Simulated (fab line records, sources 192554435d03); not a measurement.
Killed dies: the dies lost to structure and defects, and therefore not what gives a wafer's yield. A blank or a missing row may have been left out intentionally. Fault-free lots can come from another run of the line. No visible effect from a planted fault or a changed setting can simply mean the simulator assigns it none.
The tool behind it: which one? + flow n5_finfet + 20 lots with 60 wafers sampled at 5 steps, on a route of 1938 steps

== WHAT THE GAUGES SHOWED, per wafer ==
N5_BEOL_M10_CD_MEAS_28 targets a cd of 70 nm.
| lot  | measured     | on        | cd_nm (nm)     |
|------|--------------|-----------|----------------|
| L075 | day 10 11:16 | cd_sem-01 | 70.4 70.2 70.5 |
| L074 | day 10 14:11 | cd_sem-01 | 69.6 69.7 70.4 |
| L076 | day 10 23:04 | cd_sem-03 | 69.7 69.7 69.9 |
| L077 | day 11 07:17 | cd_sem-02 | 70.5 70.3 70.4 |
| L078 | day 11 12:22 | cd_sem-03 | 70.8 70.3 69.2 |
| L080 | day 12 01:04 | cd_sem-01 | 70.7 69.9 69.2 |
| L079 | day 12 09:10 | cd_sem-03 | 71.4 72.1 71.1 |
| L081 | day 12 08:59 | cd_sem-03 | 71.0 70.9 69.6 |
| L083 | day 12 13:02 | cd_sem-03 | 70.3 69.6 70.4 |
| L084 | day 13 05:34 | cd_sem-03 | 72.2 73.2 70.1 |
| L085 | day 13 14:07 | cd_sem-02 | 68.9 70.1 70.1 |
| L086 | day 13 14:17 | cd_sem-03 | 69.8 71.5 69.4 |
| L087 | day 14 00:49 | cd_sem-03 | 70.8 70.0 69.3 |
| L089 | day 14 00:32 | cd_sem-03 | 71.4 70.8 71.8 |
| L088 | day 14 00:52 | cd_sem-02 | 69.4 72.3 71.5 |
| L090 | day 14 08:02 | cd_sem-03 | 69.4 69.3 71.1 |
| L094 | day 15 00:23 | cd_sem-03 | 69.4 70.9 70.7 |
| L092 | day 15 00:36 | cd_sem-01 | 70.7 70.7 70.9 |
| L095 | day 15 22:25 | cd_sem-01 | 70.9 71.0 71.0 |
| L096 | day 16 00:39 | cd_sem-03 | 69.5 69.2 70.5 |

== WHAT TOOL EACH LOT RAN ON (gives the tool, then ch and the chambers of the sampled wafers, and finally the start) ==
| lot  | N5_BEOL_M9_ETCH_66                 | N5_BEOL_M9_ETCH_41                            | N5_BEOL_M10_HM_DEP_02        | N5_BEOL_M10_STRIP_67               |
|------|------------------------------------|-----------------------------------------------|------------------------------|------------------------------------|
| L075 | rie_diel-01 ch 2,3, day 10 02:16   | rie_diel-01 ch 2,3, day 10 09:49 or earlier   | pvd_sputter-02, day 10 09:49 | rie_diel-05 ch 1,2,3, day 10 10:38 |
| L074 | rie_diel-04 ch 0,2,3, day 10 04:06 | rie_diel-04 ch 0,2,3, day 10 12:10 or earlier | pvd_sputter-01, day 10 12:10 | rie_diel-02 ch 1,3, day 10 12:52   |
| L076 | rie_diel-06 ch 1,2,3, day 10 14:25 | rie_diel-06 ch 1,2,3, day 10 21:16 or earlier | pvd_sputter-01, day 10 21:16 | rie_diel-05 ch 0,3, day 10 22:28   |
| L077 | rie_diel-06 ch 0,1, day 10 21:42   | rie_diel-06 ch 0,1, day 11 04:30 or earlier   | pvd_sputter-03, day 11 04:30 | rie_diel-03 ch 1,2, day 11 05:38   |
| L078 | rie_diel-06 ch 0,1,2, day 11 03:13 | rie_diel-06 ch 0,1,2, day 11 07:55 or earlier | pvd_sputter-03, day 11 07:55 | rie_diel-05 ch 1,3, day 11 09:01   |
| L080 | rie_diel-01 ch 0,1, day 11 18:37   | rie_diel-01 ch 0,1, day 11 23:02 or earlier   | pvd_sputter-03, day 11 23:02 | rie_diel-03 ch 0,2, day 11 23:52   |
| L079 | rie_diel-06 ch 0,3, day 11 22:17   | rie_diel-06 ch 0,3, day 12 05:32 or earlier   | pvd_sputter-03, day 12 05:32 | rie_diel-02 ch 0,3, day 12 06:31   |
| L081 | rie_diel-01 ch 0,1,2, day 12 01:13 | rie_diel-01 ch 0,1,2, day 12 05:59 or earlier | pvd_sputter-01, day 12 05:59 | rie_diel-02 ch 0,2,3, day 12 06:53 |
| L083 | rie_diel-04 ch 0,1, day 12 04:47   | rie_diel-04 ch 0,1, day 12 10:11 or earlier   | pvd_sputter-01, day 12 10:11 | rie_diel-02 ch 1,3, day 12 10:52   |
| L084 | rie_diel-06 ch 1,2,3, day 12 21:54 | rie_diel-06 ch 1,2,3, day 13 02:26 or earlier | pvd_sputter-03, day 13 02:26 | rie_diel-05 ch 0,2, day 13 03:19   |
| L085 | rie_diel-06 ch 1,3, day 13 03:41   | rie_diel-06 ch 1,3, day 13 09:04 or earlier   | pvd_sputter-03, day 13 09:04 | rie_diel-05 ch 0,2,3, day 13 09:45 |
| L086 | rie_diel-04 ch 2,3, day 13 05:46   | rie_diel-04 ch 2,3, day 13 12:27 or earlier   | pvd_sputter-02, day 13 12:27 | rie_diel-05 ch 0,2,3, day 13 13:08 |
| L087 | rie_diel-06 ch 0,3, day 13 17:42   | rie_diel-06 ch 0,3, day 13 22:02 or earlier   | pvd_sputter-03, day 13 22:02 | rie_diel-05 ch 0,1,2, day 13 22:56 |
| L089 | rie_diel-01 ch 0,2,3, day 13 17:54 | rie_diel-01 ch 0,2,3, day 13 22:08 or earlier | pvd_sputter-03, day 13 22:08 | rie_diel-03 ch 0,1,2, day 13 23:07 |
| L088 | rie_diel-06 ch 1,2, day 13 18:14   | rie_diel-06 ch 1,2, day 13 22:55 or earlier   | pvd_sputter-03, day 13 22:55 | rie_diel-05 ch 0,2, day 13 23:41   |
| L090 | rie_diel-04 ch 0,1, day 14 00:37   | rie_diel-04 ch 0,1, day 14 05:24 or earlier   | pvd_sputter-02, day 14 05:24 | rie_diel-05 ch 0,1, day 14 06:14   |
| L094 | rie_diel-01 ch 0,3, day 14 17:22   | rie_diel-01 ch 0,3, day 14 22:54 or earlier   | pvd_sputter-01, day 14 22:54 | rie_diel-05 ch 0,3, day 14 23:43   |
| L092 | rie_diel-04 ch 0,1,3, day 14 17:34 | rie_diel-04 ch 0,1,3, day 14 22:55 or earlier | pvd_sputter-02, day 14 22:55 | rie_diel-05 ch 0,1, day 14 23:58   |
| L095 | rie_diel-06 ch 1,2,3, day 15 12:12 | rie_diel-06 ch 1,2,3, day 15 18:43 or earlier | pvd_sputter-02, day 15 18:43 | rie_diel-05 ch 0,1,3, day 15 20:08 |
| L096 | rie_diel-06 ch 0,1,3, day 15 18:26 | rie_diel-06 ch 0,1,3, day 15 22:20 or earlier | pvd_sputter-01, day 15 22:20 | rie_diel-02 ch 2,3, day 15 23:10   |
- N5_BEOL_M9_ETCH_66: etches SOC in N2/H2, target depth 80 nm, overetch 16 nm, time 120 s.
- N5_BEOL_M9_ETCH_41: etches SiCN in CH3F/O2, target depth 36.6 nm, time 70.1 s.
- N5_BEOL_M10_HM_DEP_02: deposits TiN, target thk 20 nm.
- N5_BEOL_M10_STRIP_67: strips in CF4.

== WHAT THE TOOLS THEMSELVES READ (means of the sampled wafers that have a number; where no wafer has one, the mark that the record gives instead) ==
N5_BEOL_M9_ETCH_66.
| lot  | tool        | drypump_motor_current_A (A) | oes_product_au (a.u.) | rf_fwd_power_W (W) | rf_vpp_V (V) | showerhead_plenum_p_Torr (Torr) | temp_c (C) | throttle_valve_pct (%) |
|------|-------------|-----------------------------|-----------------------|--------------------|--------------|---------------------------------|------------|------------------------|
| L075 | rie_diel-01 | 5.7                         | 0.55                  | 836.8              | 525          | 2.55                            | 39.97      | 17.84                  |
| L074 | rie_diel-04 | 5.7                         | 0.58                  | 836.8              | 526          | 2.60                            | 39.99      | 17.73                  |
| L076 | rie_diel-06 | 5.5                         | 0.60                  | 835.0              | 524          | 2.52                            | 40.03      | 17.81                  |
| L077 | rie_diel-06 | 5.6                         | 0.56                  | 837.4              | 523          | 2.53                            | 40.04      | 17.98                  |
| L078 | rie_diel-06 | 5.3                         | 0.60                  | 835.4              | 524          | 2.56                            | 39.98      | 17.85                  |
| L080 | rie_diel-01 | 6.3                         | 0.55                  | 831.7              | 522          | 2.45                            | 40.00      | 18.10                  |
| L079 | rie_diel-06 | 6.0                         | 0.67                  | 831.7              | 524          | 2.53                            | 39.80      | 17.69                  |
| L081 | rie_diel-01 | 5.9                         | 0.56                  | 836.4              | 523          | 2.52                            | 40.13      | 18.00                  |
| L083 | rie_diel-04 | 5.4                         | 0.54                  | 835.1              | 525          | 2.61                            | 40.03      | 18.28                  |
| L084 | rie_diel-06 | 5.5                         | 0.64                  | 834.0              | 523          | 2.52                            | 40.07      | 17.67                  |
| L085 | rie_diel-06 | 6.0                         | 0.65                  | 835.1              | 521          | 2.44                            | 40.07      | 17.64                  |
| L086 | rie_diel-04 | 6.0                         | 0.68                  | 836.2              | 525          | 2.58                            | 39.89      | 17.44                  |
| L087 | rie_diel-06 | 6.0                         | 0.64                  | 834.9              | 523          | 2.52                            | 39.92      | 17.71                  |
| L089 | rie_diel-01 | 5.7                         | 0.61                  | 834.8              | 523          | 2.51                            | 39.91      | 17.81                  |
| L088 | rie_diel-06 | 5.0                         | 0.62                  | 834.8              | 524          | 2.58                            | 40.03      | 17.74                  |
| L090 | rie_diel-04 | 5.4                         | 0.68                  | 833.7              | 525          | 2.61                            | 40.10      | 18.06                  |
| L094 | rie_diel-01 | 6.0                         | 0.65                  | 834.5              | 521          | 2.46                            | 39.89      | 17.68                  |
| L092 | rie_diel-04 | 5.6                         | 0.65                  | 837.1              | 526          | 2.60                            | 39.94      | 17.81                  |
| L095 | rie_diel-06 | 5.5                         | 0.62                  | 836.3              | 523          | 2.51                            | 39.98      | 17.73                  |
| L096 | rie_diel-06 | 5.8                         | 0.59                  | 831.6              | 523          | 2.48                            | 39.98      | 17.87                  |

N5_BEOL_M9_ETCH_41.
| lot  | tool        | drypump_motor_current_A (A) | mfc_ar_sccm (sccm) | oes_product_au (a.u.) | rf_fwd_power_W (W) | rf_vpp_V (V) | showerhead_plenum_p_Torr (Torr) | throttle_valve_pct (%) |
|------|-------------|-----------------------------|--------------------|-----------------------|--------------------|--------------|---------------------------------|------------------------|
| L075 | rie_diel-01 | 5.6                         | 150.1              | 0.71                  | 392.3              | 296.9        | 2.02                            | 16.40                  |
| L074 | rie_diel-04 | 5.7                         | 150.5              | 0.76                  | 392.2              | 298.6        | 2.05                            | 16.35                  |
| L076 | rie_diel-06 | 5.5                         | 149.8              | 0.79                  | 392.5              | 296.4        | 1.97                            | 16.27                  |
| L077 | rie_diel-06 | 5.6                         | 149.8              | 0.73                  | 391.4              | 297.0        | 1.99                            | 16.43                  |
| L078 | rie_diel-06 | 5.3                         | 150.1              | 0.79                  | 391.8              | 297.4        | 2.01                            | 16.28                  |
| L080 | rie_diel-01 | 6.3                         | 150.1              | 0.71                  | 390.3              | 295.7        | 1.92                            | 16.61                  |
| L079 | rie_diel-06 | 5.9                         | 149.6              | 0.89                  | 391.7              | 297.5        | 1.99                            | 16.21                  |
| L081 | rie_diel-01 | 5.9                         | 149.7              | 0.72                  | 392.2              | 296.8        | 1.99                            | 16.56                  |
| L083 | rie_diel-04 | 5.4                         | 150.1              | 0.70                  | 392.7              | 298.4        | 2.05                            | 16.68                  |
| L084 | rie_diel-06 | 5.5                         | 149.6              | 0.86                  | 391.0              | 296.9        | 1.97                            | 16.15                  |
| L085 | rie_diel-06 | 5.9                         | 149.4              | 0.87                  | 392.2              | 295.9        | 1.92                            | 16.10                  |
| L086 | rie_diel-04 | 6.0                         | 149.7              | 0.87                  | 392.8              | 297.8        | 2.03                            | 16.01                  |
| L087 | rie_diel-06 | 6.0                         | 150.1              | 0.84                  | 391.0              | 297.6        | 1.99                            | 16.24                  |
| L089 | rie_diel-01 | 5.7                         | 150.0              | 0.79                  | 391.5              | 296.3        | 1.98                            | 16.38                  |
| L088 | rie_diel-06 | 5.0                         | 150.2              | 0.83                  | 390.9              | 297.8        | 2.02                            | 16.18                  |
| L090 | rie_diel-04 | 5.4                         | 149.9              | 0.91                  | 392.9              | 298.5        | 2.05                            | 16.41                  |
| L094 | rie_diel-01 | 6.0                         | 150.2              | 0.86                  | 392.7              | 295.3        | 1.94                            | 16.18                  |
| L092 | rie_diel-04 | 5.6                         | 150.4              | 0.86                  | 390.8              | 298.7        | 2.05                            | 16.27                  |
| L095 | rie_diel-06 | 5.5                         | 150.2              | 0.82                  | 392.2              | 296.5        | 1.96                            | 16.17                  |
| L096 | rie_diel-06 | 5.7                         | 150.3              | 0.77                  | 391.2              | 296.8        | 1.94                            | 16.32                  |

N5_BEOL_M10_HM_DEP_02.
| lot  | tool           | throttle_valve_pct (%) |
|------|----------------|------------------------|
| L075 | pvd_sputter-02 | 29.7                   |
| L074 | pvd_sputter-01 | 28.6                   |
| L076 | pvd_sputter-01 | 31.1                   |
| L077 | pvd_sputter-03 | 30.1                   |
| L078 | pvd_sputter-03 | 29.9                   |
| L080 | pvd_sputter-03 | 30.2                   |
| L079 | pvd_sputter-03 | 29.5                   |
| L081 | pvd_sputter-01 | 28.6                   |
| L083 | pvd_sputter-01 | 31.1                   |
| L084 | pvd_sputter-03 | 29.3                   |
| L085 | pvd_sputter-03 | 30.8                   |
| L086 | pvd_sputter-02 | 30.2                   |
| L087 | pvd_sputter-03 | 29.0                   |
| L089 | pvd_sputter-03 | 30.2                   |
| L088 | pvd_sputter-03 | 29.2                   |
| L090 | pvd_sputter-02 | 28.7                   |
| L094 | pvd_sputter-01 | 29.3                   |
| L092 | pvd_sputter-02 | 30.5                   |
| L095 | pvd_sputter-02 | 29.7                   |
| L096 | pvd_sputter-01 | 30.7                   |

N5_BEOL_M10_STRIP_67.
| lot  | tool        | bias_power_w (W) | drypump_motor_current_A (A) | oes_product_au (a.u.) | rf_vpp_V (V) | showerhead_plenum_p_Torr (Torr) | throttle_valve_pct (%) |
|------|-------------|------------------|-----------------------------|-----------------------|--------------|---------------------------------|------------------------|
| L075 | rie_diel-05 | 74.90            | 5.7                         | 0.76                  | 271.7        | 1.80                            | 13.65                  |
| L074 | rie_diel-02 | 74.95            | 5.6                         | 0.75                  | 271.2        | 1.81                            | 13.53                  |
| L076 | rie_diel-05 | 74.69            | 6.0                         | 0.69                  | 272.1        | 1.84                            | 13.71                  |
| L077 | rie_diel-03 | 74.99            | 6.0                         | 0.82                  | 270.4        | 1.77                            | 13.43                  |
| L078 | rie_diel-05 | 74.74            | 5.6                         | 0.68                  | 271.9        | 1.82                            | 13.90                  |
| L080 | rie_diel-03 | 75.33            | 6.0                         | 0.96                  | 270.6        | 1.77                            | 13.32                  |
| L079 | rie_diel-02 | 74.72            | 6.1                         | 0.78                  | 269.5        | 1.70                            | 13.64                  |
| L081 | rie_diel-02 | 74.99            | 6.0                         | 0.81                  | 269.9        | 1.71                            | 13.58                  |
| L083 | rie_diel-02 | 75.07            | 5.6                         | 0.74                  | 271.2        | 1.80                            | 13.57                  |
| L084 | rie_diel-05 | 75.20            | 5.6                         | 0.89                  | 271.0        | 1.78                            | 13.22                  |
| L085 | rie_diel-05 | 75.11            | 5.9                         | 0.83                  | 272.1        | 1.80                            | 13.43                  |
| L086 | rie_diel-05 | 75.12            | 5.9                         | 0.82                  | 270.8        | 1.80                            | 13.43                  |
| L087 | rie_diel-05 | 75.00            | 5.5                         | 0.92                  | 271.1        | 1.80                            | 13.24                  |
| L089 | rie_diel-03 | 75.12            | 6.1                         | 0.85                  | 271.3        | 1.77                            | 13.42                  |
| L088 | rie_diel-05 | 75.24            | 5.7                         | 0.91                  | 271.0        | 1.80                            | 13.15                  |
| L090 | rie_diel-05 | 75.04            | 5.3                         | 0.94                  | 272.0        | 1.82                            | 13.28                  |
| L094 | rie_diel-05 | 75.02            | 6.3                         | 0.95                  | 271.6        | 1.82                            | 13.30                  |
| L092 | rie_diel-05 | 75.01            | 5.3                         | 0.92                  | 271.6        | 1.82                            | 13.30                  |
| L095 | rie_diel-05 | 74.96            | 5.8                         | 0.92                  | 271.6        | 1.82                            | 13.32                  |
| L096 | rie_diel-02 | 75.00            | 5.9                         | 0.79                  | 268.8        | 1.73                            | 13.63                  |

== THE ANSWER, worked out from the rows above alone ==
Rule: the lots themselves supply what counts as usual. The widest of any qualifying gaps counts: lots, ordered by their means at a reading, are off when they make up no more than a third of the lots, leave a main group of 4 or more, and stand apart from it by 3 or more times the standard deviation of that group's means. Not used: any main group whose means are identical at the precision the tables above print for the reading. A lot without any number at a reading at which 4 lots or more have one is off too. Where the step has rows for the other lots, those lots are counted as sound. The gauges are gone through in route order, then the tools' own readings, and for those a lot's mean is taken as printed above. The first step at which some lot is off is used, and at that step the reading that is off furthest; a lot without a number counts as furthest.
None of the lots is off at any reading shown; this tells nothing.

== WHAT THE SIMULATOR HAD INSERTED ==
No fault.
